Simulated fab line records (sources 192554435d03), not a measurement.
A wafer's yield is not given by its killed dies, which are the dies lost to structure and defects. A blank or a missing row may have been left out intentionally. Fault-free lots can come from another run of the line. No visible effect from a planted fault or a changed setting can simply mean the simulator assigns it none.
Chamber matching / flow n5Finfet / 3 sister chambers for N5_FIN_SAQP_DESCUM_21 on rieDiel-03
The step chemistry O2, time 7.9 s. 18 wafers are shown with their chamber, then 8 later ones without.

## WAFERS WITH THEIR CHAMBER
wafer=L076.1; chamber=2; showerheadPlenumPTorr (Torr)=2.17; drypumpMotorCurrentA (A)=5.5; throttleValvePct (%)=20.81
wafer=L076.4; chamber=3; showerheadPlenumPTorr (Torr)=2.00; drypumpMotorCurrentA (A)=5.7; throttleValvePct (%)=20.49
wafer=L076.5; chamber=0; showerheadPlenumPTorr (Torr)=1.97; drypumpMotorCurrentA (A)=5.3; throttleValvePct (%)=20.48
wafer=L077.2; chamber=0; showerheadPlenumPTorr (Torr)=1.97; drypumpMotorCurrentA (A)=5.3; throttleValvePct (%)=20.45
wafer=L077.5; chamber=2; showerheadPlenumPTorr (Torr)=2.17; drypumpMotorCurrentA (A)=5.5; throttleValvePct (%)=20.80
wafer=L077.6; chamber=0; showerheadPlenumPTorr (Torr)=1.97; drypumpMotorCurrentA (A)=5.3; throttleValvePct (%)=20.46
wafer=L080.2; chamber=2; showerheadPlenumPTorr (Torr)=2.17; drypumpMotorCurrentA (A)=5.5; throttleValvePct (%)=20.83
wafer=L080.3; chamber=3; showerheadPlenumPTorr (Torr)=2.00; drypumpMotorCurrentA (A)=5.7; throttleValvePct (%)=20.50
wafer=L080.4; chamber=2; showerheadPlenumPTorr (Torr)=2.17; drypumpMotorCurrentA (A)=5.5; throttleValvePct (%)=20.82
wafer=L081.4; chamber=3; showerheadPlenumPTorr (Torr)=2.00; drypumpMotorCurrentA (A)=5.8; throttleValvePct (%)=20.49
wafer=L081.5; chamber=0; showerheadPlenumPTorr (Torr)=1.97; drypumpMotorCurrentA (A)=5.3; throttleValvePct (%)=20.47
wafer=L081.6; chamber=2; showerheadPlenumPTorr (Torr)=2.17; drypumpMotorCurrentA (A)=5.5; throttleValvePct (%)=20.82
wafer=L083.1; chamber=2; showerheadPlenumPTorr (Torr)=2.17; drypumpMotorCurrentA (A)=5.5; throttleValvePct (%)=20.85
wafer=L083.2; chamber=3; showerheadPlenumPTorr (Torr)=2.00; drypumpMotorCurrentA (A)=5.7; throttleValvePct (%)=20.53
wafer=L083.3; chamber=0; showerheadPlenumPTorr (Torr)=1.97; drypumpMotorCurrentA (A)=5.3; throttleValvePct (%)=20.49
wafer=L085.1; chamber=2; showerheadPlenumPTorr (Torr)=2.16; drypumpMotorCurrentA (A)=5.5; throttleValvePct (%)=20.84
wafer=L085.5; chamber=3; showerheadPlenumPTorr (Torr)=2.00; drypumpMotorCurrentA (A)=5.7; throttleValvePct (%)=20.52
wafer=L085.6; chamber=2; showerheadPlenumPTorr (Torr)=2.16; drypumpMotorCurrentA (A)=5.5; throttleValvePct (%)=20.85

SIGNATURES (means of the wafers above)
reading=showerheadPlenumPTorr; chamber 0=1.9700; chamber 2=2.1675; chamber 3=2.0000; scatter within a chamber=0.00316
reading=drypumpMotorCurrentA; chamber 0=5.300; chamber 2=5.500; chamber 3=5.720; scatter within a chamber=0.0231
reading=throttleValvePct; chamber 0=20.4700; chamber 2=20.8275; chamber 3=20.5060; scatter within a chamber=0.0176
Rule: a wafer lies at a distance from a chamber equal to the root of the sum of squares, over the readings, of (its reading less the chamber's mean, divided by the reading's scatter). If the next closest chamber is less than 2 further off than the closest, the wafer can't be placed; otherwise it belongs to the closest. How the scatter is found: for the shown wafers, subtract from each reading the mean of its chamber, square and add these, divide the total by (wafers less chambers), then take the root.

## WAFERS WHOSE CHAMBER IS MISSING
wafer=L089.1; showerheadPlenumPTorr (Torr)=2.16; drypumpMotorCurrentA (A)=5.5; throttleValvePct (%)=20.86
wafer=L089.6; showerheadPlenumPTorr (Torr)=1.99; drypumpMotorCurrentA (A)=5.7; throttleValvePct (%)=20.54
wafer=L090.1; showerheadPlenumPTorr (Torr)=1.99; drypumpMotorCurrentA (A)=5.7; throttleValvePct (%)=20.54
wafer=L090.4; showerheadPlenumPTorr (Torr)=1.99; drypumpMotorCurrentA (A)=5.7; throttleValvePct (%)=20.57
wafer=L090.6; showerheadPlenumPTorr (Torr)=2.16; drypumpMotorCurrentA (A)=5.5; throttleValvePct (%)=20.87
wafer=L095.2; showerheadPlenumPTorr (Torr)=1.99; drypumpMotorCurrentA (A)=5.8; throttleValvePct (%)=20.58
wafer=L095.3; showerheadPlenumPTorr (Torr)=2.16; drypumpMotorCurrentA (A)=5.5; throttleValvePct (%)=20.88
wafer=L095.6; showerheadPlenumPTorr (Torr)=2.16; drypumpMotorCurrentA (A)=5.5; throttleValvePct (%)=20.89

## THE CHAMBER EACH PASSED THROUGH
wafer=L089.1; from the rows above=2; in truth=2
wafer=L089.6; from the rows above=3; in truth=3
wafer=L090.1; from the rows above=3; in truth=3
wafer=L090.4; from the rows above=3; in truth=3
wafer=L090.6; from the rows above=2; in truth=2
wafer=L095.2; from the rows above=3; in truth=3
wafer=L095.3; from the rows above=2; in truth=2
wafer=L095.6; from the rows above=2; in truth=2
Correct placement for 8 of the 8. Can't be placed from these rows: 0. Wrongly placed: 0.
